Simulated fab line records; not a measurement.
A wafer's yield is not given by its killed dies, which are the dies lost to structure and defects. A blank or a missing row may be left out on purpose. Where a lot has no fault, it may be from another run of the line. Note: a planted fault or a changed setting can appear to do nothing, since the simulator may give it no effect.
Struck lot and sound lot, side by side | flow nand harc | 38 out of 1302 route steps
Sound: wafers L935.1, L935.2, L935.5. Struck: wafers L937.4, L937.5, L937.6. The cause is given at the end.
For every step that has rows: the tool of each side, followed by ch and its chambers, followed by its first start. Under that, the readings that differ: sound wafers | struck wafers | difference of the means | sigmas: that difference in standard deviations of wafers without a fault.
alike: words and numbers the same on both sides, and readings whose means are apart by under 2 such deviations; not compared: readings that were withheld, readings missing a value for some wafer, numbers with overlapping values and no deviation given by the record, and bounds like >300 which may hide the same value.
A row with sigmas, a row that says differs or no value, or rows on one side alone: a step with any of these is where the two part. Numbers that don't overlap but have no deviation are shown without sigmas and don't part them. A reading that every wafer of one side lacks parts them only if that side has two wafers or more.

NHARC_A_BONDPAD_OVL_MEAS_35:
  sound on overlay-02, day 26 03:51; struck on overlay-01, day 26 12:14
  alike: overlay x nm, overlay y nm
then, 1 step without rows for these wafers: NHARC_A_BONDPAD_HARDBAKE_10 (time 65 s).
NHARC_A_BONDPAD_DESCUM_11: chemistry O2, time 3 s.
  sound on rie diel-07 ch 1,2, day 26 03:59; struck on rie diel-06 ch 1,2, day 26 12:22
  alike: drypump motor current A, oes product au, rf vpp V, showerhead plenum p Torr, throttle valve pct
  not compared: rf hours counter h
then, 1 step without rows for these wafers: NHARC_A_BONDPAD_ETCH_34 (etches the open film in N2/H2, target depth 60 nm, overetch 18 nm, time 65.91 s).
NHARC_A_BONDPAD_ETCH_12: etches the open film in CHF3/O2, target depth 220 nm, time 110 s.
  sound: rie diel-07 ch 1,2,3; struck: rie diel-06 ch 0,1,3
  reading               | sound             | struck            | difference | sigmas
  oes product au (a.u.) | 0.942 0.910 0.927 | 0.986 0.955 0.977 | +0.046     | +2
  alike: drypump motor current A, rf vpp V, showerhead plenum p Torr, throttle valve pct
  not compared: rf hours counter h
NHARC_A_BONDPAD_CD_MEAS_13:
  sound on cd sem-02, day 26 04:17; struck on cd sem-03, day 26 12:40
  alike: cd nm
then, 3 steps without rows for these wafers: NHARC_A_BONDPAD_STRIP_15 (strips in O2); NHARC_A_BONDPAD_ETCH_24 (etches the open film in CF4/N2, target depth 30 nm, time 72.99 s); NHARC_A_BONDPAD_STRIP_16 (strips in post etch residue remover, time 600 s).
NHARC_A_BONDPAD_DEGAS_25: time 60 s.
  sound on pvd sputter-03, day 26 04:55; struck on pvd sputter-01, day 26 13:17
  reading              | sound                | struck               | difference | sigmas
  susceptor temp C (C) | 299.65 299.89 299.84 | 300.36 299.96 300.27 | +0.40      | +2
  alike: heater power w
then, 2 steps without rows for these wafers: NHARC_A_BONDPAD_PRE_CLEAN_26 (time 30 s); NHARC_A_BONDPAD_PVD_17 (deposits TaN, target thk 5 nm, time 8.06 s).
NHARC_A_BONDPAD_PVD_27: deposits Cu, target thk 30 nm, time 20.49 s.
  sound on pvd sputter-03, day 26 05:08; struck on pvd sputter-01, day 26 13:31
  alike: throttle valve pct
then, 1 step without rows for these wafers: NHARC_A_BONDPAD_ECD_18 (material Cu, target thk 400 nm).
NHARC_A_BONDPAD_ANNEAL_28: time 90 s.
  sound on rtp anneal-01 ch 0, day 26 05:38; struck on rtp anneal-01 ch 0, day 26 14:11
  alike: wafer_temp_C_max
then, 2 steps without rows for these wafers: NHARC_A_BONDPAD_CMP_19 (polishes, t overpolish 30 s, cu recess touch 16 s, target thk 169.82 nm); NHARC_A_BONDPAD_SRD_21 (time 30 s, dry time 20 s).
NHARC_HYBRID_BOND_ACTIVATE_00: chemistry N2, time 60 s.
  sound on rie diel-10 ch 0,3, day 26 06:34; struck on rie diel-10 ch 0,1,3, day 26 15:01
  alike: drypump motor current A, oes product au, rf vpp V, showerhead plenum p Torr
  not compared: rf hours counter h
then, 4 steps without rows for these wafers: NHARC_HYBRID_BOND_PRECLEAN_01 (cleans in DIW, time 300 s); NHARC_HYBRID_BOND_SRD_02 (time 30 s, dry time 20 s); NHARC_HYBRID_BOND_BOND_03; NHARC_HYBRID_BOND_ANNEAL_04 (time 7200 s).
NHARC_HYBRID_BOND_OVL_MEAS_05:
  sound on overlay-01, day 26 19:29; struck on overlay-02, day 27 00:11
  alike: overlay x nm, overlay y nm
then, 2 steps without rows for these wafers: NHARC_THIN_TSV_GRIND_00; NHARC_THIN_TSV_CMP_01 (polishes).
NHARC_THIN_TSV_THK_MEAS_02: measures by ir.
  sound on film metro-02, day 26 21:11; struck on film metro-02, day 27 01:53
  alike: thk nm
then, 11 steps without rows for these wafers: NHARC_THIN_TSV_SRD_03; NHARC_THIN_TSV_PRECLEAN_41 (cleans in SC1); NHARC_THIN_TSV_SRD_42; NHARC_THIN_TSV_DEP_43 (deposits SiO2, target thk 1328.5 nm); NHARC_THIN_TSV_DEHYDRATE_04 (time 120 s); NHARC_THIN_TSV_HMDS_05 (time 30 s); NHARC_THIN_TSV_COAT_06; NHARC_THIN_TSV_SOFTBAKE_07 (time 95 s); NHARC_THIN_TSV_EBR_08; NHARC_THIN_TSV_EXPOSE_09 (exposes mask TSV); NHARC_THIN_TSV_PEB_10 (peb time 85 s).
NHARC_END_SORT_01:
  sound on prober-01 ch 0, day 27 13:47; struck on prober-01 ch 0, day 27 23:59
  reading                  | sound    | struck      | difference | sigmas
  defect limited yield (%) | 87 88 86 | 75 75 81    | -10        | -3
  killed at array          | 74 76 86 | 167 165 120 | +72        | +4
  killed at other          | 5 3 5    | 2 0 1       | -3         | -2
  killed dies              | 85 83 97 | 172 168 128 | +68        | +3
  alike: killed at periphery, killed open, killed short

WHERE THEY PART
Earliest at NHARC_A_BONDPAD_ETCH_12; latest, in this record, at NHARC_END_SORT_01.

WHY: what had been put in by the simulator
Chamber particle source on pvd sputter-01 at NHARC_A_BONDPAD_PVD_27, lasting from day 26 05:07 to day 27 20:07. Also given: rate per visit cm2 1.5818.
